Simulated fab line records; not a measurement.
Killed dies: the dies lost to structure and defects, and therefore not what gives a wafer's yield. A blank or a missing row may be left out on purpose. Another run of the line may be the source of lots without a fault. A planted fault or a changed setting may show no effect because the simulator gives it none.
A struck lot beside a sound one | flow n5 finfet | 40 out of 1938 route steps
Sound: these wafers, L448.1, L448.2, L448.5. Struck: wafer L464.2 (left out: L464.4, L464.5 of the same lot, which were not struck); the cause appears at the end.
Order at every step that has rows: each side's tool, ch and its chambers, its first start. Under that, the readings that differ: sound wafers | struck wafers | difference of the means | sigmas: that difference in standard deviations of wafers without a fault.
alike: words and numbers the same on both sides, and readings whose means are apart by under 2 such deviations; not compared: readings that were withheld, readings missing a value for some wafer, numbers with overlapping values and no deviation given by the record, and bounds like >300 which may hide the same value.
Wherever a step has rows on one side only, a row that says differs or no value, or a row with sigmas, the two part there. Non-overlapping numbers with no deviation appear without sigmas and do not part them. A reading missing from all wafers of one side parts the sides only when that side holds two or more wafers.

first, 11 steps without rows for these wafers: N5_MOL_CONTACT_COAG_STRIP_96 (strips in N2/H2); N5_MOL_CONTACT_COAG_ETCH_47 (etches SiNx in CH3F/O2, stops on W, target depth 27 nm); N5_MOL_CONTACT_COAG_STRIP_119 (strips in N2/H2, time 30 s); N5_MOL_CONTACT_COAG_PRECLEAN_144 (cleans in alkaline clean, time 60 s); N5_MOL_CONTACT_COAG_SRD_145 (time 30 s); N5_MOL_CONTACT_COAG_COAT_62 (time 60 s, resist thk 60 nm); N5_MOL_CONTACT_COAG_COAT_63 (time 60 s, resist thk 10 nm); N5_MOL_CONTACT_COAG_COAT_64 (time 60 s, resist thk 10 nm); N5_MOL_CONTACT_COAG_COAT_34 (resist thk 40 nm); N5_MOL_CONTACT_COAG_EBR_36; N5_MOL_CONTACT_COAG_SOFTBAKE_35 (time 60 s).
N5_MOL_CONTACT_COAG_EXPOSE_37: exposes mask VD, defocus 0 nm.
  sound on euv scanner-02 ch 0, day 7 03:07; struck on euv scanner-02 ch 0, day 10 20:03
  alike: mask, reticle temp C
then, 2 steps without rows for these wafers: N5_MOL_CONTACT_COAG_PEB_38 (peb time 60 s); N5_MOL_CONTACT_COAG_DEVELOP_39 (develop time 30 s).
N5_MOL_CONTACT_COAG_CD_MEAS_40: the cd target is 25.1 nm.
  sound on cd sem-02 ch 0, day 7 03:15; struck on cd sem-03 ch 0, day 10 20:11
  reading    | sound             | struck | difference | sigmas
  cd nm (nm) | 25.43 25.30 25.19 | 10.54  | -14.77     | -70
then, 17 steps without rows for these wafers: N5_MOL_CONTACT_COAG_DESCUM_45 (chemistry O2, time 7 s); N5_MOL_CONTACT_COAG_ETCH_65 (etches underlayer in N2/H2, target depth 13 nm, time 10.4 s); N5_MOL_CONTACT_COAG_ETCH_66 (etches SiARC in CF4, target depth 13 nm, time 21.7 s); N5_MOL_CONTACT_COAG_ALD_133 (deposits SiO2, target thk 5 nm, pulse time 1 s, co reactant pulse time 1 s); N5_MOL_CONTACT_COAG_ETCHBACK_134 (etches SiO2 in CHF3, target depth 10 nm, time 6.7 s); N5_MOL_CONTACT_COAG_ETCH_67 (etches SOC in N2/H2, target depth 60 nm, overetch 21 nm, time 101.2 s); N5_MOL_CONTACT_COAG_STRIP_68 (strips in N2/H2); N5_MOL_CONTACT_COAG_STRIP_69 (strips in N2/H2); N5_MOL_CONTACT_COAG_ETCHBACK_136 (etches SiO2 in CHF3, target depth 25 nm, time 16.7 s); N5_MOL_CONTACT_COAG_STRIP_120 (strips in CHF3); N5_MOL_CONTACT_COAG_VIA_ETCH_117 (etches SiO2 in C4F6/O2, target depth 40 nm, overetch 8 nm, time 26 s); N5_MOL_CONTACT_COAG_ETCH_124 (etches SiNx in CH3F/O2, stops on SiOC, target depth 6.5 nm); N5_MOL_CONTACT_COAG_ETCH_48 (etches SiOC in C4F6/O2, target depth 15 nm, overetch 4.5 nm, time 17 s); N5_MOL_CONTACT_COAG_STRIP_72 (strips in N2/H2); N5_MOL_CONTACT_COAG_STRIP_49 (strips in N2/H2, time 30 s); N5_MOL_CONTACT_COAG_PRECLEAN_138 (cleans in alkaline clean, time 60 s); N5_MOL_CONTACT_COAG_SRD_139 (time 30 s).
N5_MOL_CONTACT_COAG_CD_MEAS_101: the cd target is 16 nm.
  sound: cd sem-01 at day 7 04:18; struck: cd sem-02 at day 10 21:09
  reading    | sound          | struck | difference | sigmas
  cd nm (nm) | 16.0 16.2 15.8 | 2.0    | -14.0      | -40
then, 5 steps without rows for these wafers: N5_MOL_CONTACT_COAG_PRE_CLEAN_121; N5_MOL_CONTACT_COAG_CVD_140 (deposits W, target thk 66.5 nm, time 215 s); N5_MOL_CONTACT_COAG_PRECLEAN_127 (cleans in DIW, time 57.5 s); N5_MOL_CONTACT_COAG_SRD_128 (dry time 32 s); N5_MOL_CONTACT_COAG_CMP_52 (polishes, stops on SiO2, t overpolish 1.5 s, target thk 66.5 nm).
N5_BEOL_M4_RC_MEAS_101:
  the record has rows for the sound wafers here (prober-01 ch 0, day 9 18:42) and none for the struck ones
-- a jump in the record: the struck wafers' starts before and after are 8 days apart (it breaks off in module BEOL_M4 and resumes in module PASSIVATION, where the first step shown is number 1936 of the route) --
N5_PASSIVATION_PROBE_49:
  rows exist in the record for the struck wafers here (prober-02, day 18 21:35), but not for the sound ones

== WHERE THEY PART ==
First at N5_MOL_CONTACT_COAG_CD_MEAS_40; last, within this record, at N5_PASSIVATION_PROBE_49.

WHY: what the simulator had put in
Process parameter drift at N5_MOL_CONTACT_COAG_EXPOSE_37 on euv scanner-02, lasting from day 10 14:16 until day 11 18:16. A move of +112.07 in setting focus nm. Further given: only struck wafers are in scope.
